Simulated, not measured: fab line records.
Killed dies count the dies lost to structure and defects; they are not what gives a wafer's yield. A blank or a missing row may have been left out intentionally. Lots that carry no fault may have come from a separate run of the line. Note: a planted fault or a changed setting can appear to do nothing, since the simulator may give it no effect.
Lot-split experiment + flow n5Finfet + 21 wafers read across 7 lots, on a route 1938 steps long

THE SPLIT
At N5_BEOL_M0_SAQP_COAT_08 (resist thk 90 nm), the setting spinRpm was moved away from the recipe's 1500 rpm on 4 of the 21 wafers read, by -10.4% to +10.8%. This setting was run at the recipe's value on the other wafers.

FROM THE SPLIT TO THE READING: what the file shows between them, 3 steps
- N5_BEOL_M0_SAQP_EBR_10
- N5_BEOL_M0_SAQP_SOFTBAKE_09: time 60 s
- N5_BEOL_M0_SAQP_DESCUM_19: chemistry O2, time 7.9 s

THE READING
CAR-ArF_of_BEOL_M0_SAQP_COAT_08.thkNm (the simulator's own value, which no gauge read), in nm, at N5_BEOL_M0_SAQP_ETCH_83 (etches SiARC in CF4, target depth 39 nm, time 65 s). The file gives no usual value for it. Here, 17 wafers ran the recipe; their average is 55.4 nm with a standard deviation of 0.22 nm.

| wafer  | tool, chamber at the split | spinRpm as run, rpm | against the recipe | CAR-ArF_of_BEOL_M0_SAQP_COAT_08.thkNm, nm | against lot-mates on the recipe |
|--------|----------------------------|---------------------|--------------------|-------------------------------------------|---------------------------------|
| L074.1 | lithoTrack-02, 0           | 1500                | recipe             | 55.4                                      | -                               |
| L074.2 | lithoTrack-02, 0           | 1500                | recipe             | 55.4                                      | -                               |
| L074.5 | lithoTrack-02, 0           | 1500                | recipe             | 55.4                                      | -                               |
| L075.1 | lithoTrack-02, 0           | 1662                | +10.8%             | 50.8                                      | -4.5                            |
| L075.2 | lithoTrack-02, 0           | 1500                | recipe             | 55.6                                      | -                               |
| L075.3 | lithoTrack-02, 0           | 1500                | recipe             | 55                                        | -                               |
| L078.1 | lithoTrack-03, 0           | 1500                | recipe             | 55.6                                      | -                               |
| L078.4 | lithoTrack-03, 0           | 1500                | recipe             | 55.8                                      | -                               |
| L078.5 | lithoTrack-03, 0           | 1500                | recipe             | 55.2                                      | -                               |
| L083.3 | lithoTrack-03, 0           | 1500                | recipe             | 55.8                                      | -                               |
| L083.5 | lithoTrack-03, 0           | 1344                | -10.4%             | 60.6                                      | +4.8                            |
| L083.6 | lithoTrack-03, 0           | 1344                | -10.4%             | 60.8                                      | +5.0                            |
| L094.1 | lithoTrack-04, 0           | 1500                | recipe             | 55.4                                      | -                               |
| L094.2 | lithoTrack-04, 0           | 1500                | recipe             | 55.4                                      | -                               |
| L094.3 | lithoTrack-04, 0           | 1500                | recipe             | 55.6                                      | -                               |
| L096.2 | lithoTrack-02, 0           | 1500                | recipe             | 55.4                                      | -                               |
| L096.3 | lithoTrack-02, 0           | 1500                | recipe             | 55.4                                      | -                               |
| L096.4 | lithoTrack-02, 0           | 1500                | recipe             | 55.6                                      | -                               |
| L097.3 | lithoTrack-03, 0           | 1500                | recipe             | 55                                        | -                               |
| L097.4 | lithoTrack-03, 0           | 1571                | +4.7%              | 53.4                                      | -1.8                            |
| L097.5 | lithoTrack-03, 0           | 1500                | recipe             | 55.4                                      | -                               |

THE FIT
A straight line over all 21 wafers: CAR-ArF_of_BEOL_M0_SAQP_COAT_08.thkNm changes by -0.475 nm for each +1% of spinRpm; r = -0.99; the points scatter about the line by 0.26 nm.
The same after taking each lot's own level away (the mean of its wafers on the recipe; 21 wafers): -0.447 nm for each +1%; r = -0.99; scatter 0.2 nm.
On that fit, the largest move of spinRpm shifts the reading by 4.8 nm.
The span of the lots' own levels, 55.20 to 55.80 nm, comes to 2.7 times the standard deviation stated above.
The two slopes agree, so the slope changes little with the lot-to-lot level.
Check: for one of the wafers moved furthest among these (+10.8%), held out of the fit, the line's prediction against its lot-mates is -4.94 nm. Against them it came out at -4.5 nm.

OTHER SPLITS APPLIED TO THESE WAFERS
These wafers also went through other splits before the reading. Each is held against what the fit with the lots' levels taken away leaves over:
| other split on the same wafers      | wafers away from the commonest value | r with CAR-ArF_of_BEOL_M0_SAQP_COAT_08.thkNm (lot level and that fit taken away) |
|-------------------------------------|--------------------------------------|----------------------------------------------------------------------------------|
| N5_MOL_CONTACT_COAG_ETCH_47 sourceW | 8                                    | -0.42                                                                            |
| N5_BEOL_M0_SAQP_ILD_DEP_01 timeS    | 8                                    | +0.24                                                                            |

THE WHOLE CHAIN: every reading that the file lists as answering this split, in the file's order
| step                    | what it does                                       | reading                                                                                | change (the file's fit)               | r (the file's) |
|-------------------------|----------------------------------------------------|----------------------------------------------------------------------------------------|---------------------------------------|----------------|
| N5_BEOL_M0_SAQP_COAT_08 | resist thk 90 nm                                   | CAR-ArF_of_BEOL_M0_SAQP_COAT_08.thkNm (the simulator's own value, which no gauge read) | -0.435 nm for each +1% of the setting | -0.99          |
| N5_BEOL_M0_SAQP_ETCH_83 | etches SiARC in CF4, target depth 39 nm, time 65 s | CAR-ArF_of_BEOL_M0_SAQP_COAT_08.thkNm (the simulator's own value, which no gauge read) | -0.437 nm for each +1% of the setting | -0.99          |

THE FILE'S OWN FIT
CAR-ArF_of_BEOL_M0_SAQP_COAT_08.thkNm changes by -0.437 nm for each +1% of spinRpm, r = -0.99.
